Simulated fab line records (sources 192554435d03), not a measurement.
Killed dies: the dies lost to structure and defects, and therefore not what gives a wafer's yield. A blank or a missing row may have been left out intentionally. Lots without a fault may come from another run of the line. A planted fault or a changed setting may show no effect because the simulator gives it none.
Matching of chambers -- flow n5_finfet -- N5_FIN_SAQP_FIN_ETCH_36 on rie_si-02: 4 sister chambers
The step etches the open film in HBr/Cl2/O2, target depth 120 nm, time 50.4 s. 7 wafers are shown with their chamber, then 7 later ones without.

## EACH WAFER AND ITS CHAMBER
wafer,chamber,throttle_valve_pct (%),drypump_motor_current_A (A)
L084.6,0,36.44,5.3
L089.3,2,36.43,5.7
L089.4,2,36.43,5.7
L091.3,3,36.17,5.5
L091.6,1,36.00,5.2
L094.1,3,36.18,5.5
L094.2,1,36.00,5.1

## WAFERS WITHOUT THEIR CHAMBER
wafer,throttle_valve_pct (%),drypump_motor_current_A (A)
L094.6,36.17,5.5
L096.1,36.02,5.2
L096.2,36.21,5.3
L096.3,36.17,5.6
L097.2,36.01,5.2
L097.4,36.20,5.3
L097.6,36.17,5.5

## WHICH CHAMBER EACH ONE RAN IN
wafer,from the rows above,in truth
L094.6,3,3
L096.1,1,1
L096.2,3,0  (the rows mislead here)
L096.3,3,3
L097.2,1,1
L097.4,3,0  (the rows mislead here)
L097.6,3,3
5 of 7 placed correctly. Not placeable from these rows: 0. Placed wrongly: 2.
How it was worked out, from the rows above alone: a wafer's distance from a chamber is the root of the sum, over the readings, of the square of ((its reading less the chamber's mean) divided by the reading's scatter). The wafer belongs to the nearest chamber; if the next one is less than 2 further off, it can't be placed. The mean given for a chamber averages the wafers shown for that chamber. The scatter is the square root of a quotient: the sum, over the shown wafers, of each reading's squared deviation from its chamber's mean, divided by wafers minus chambers.
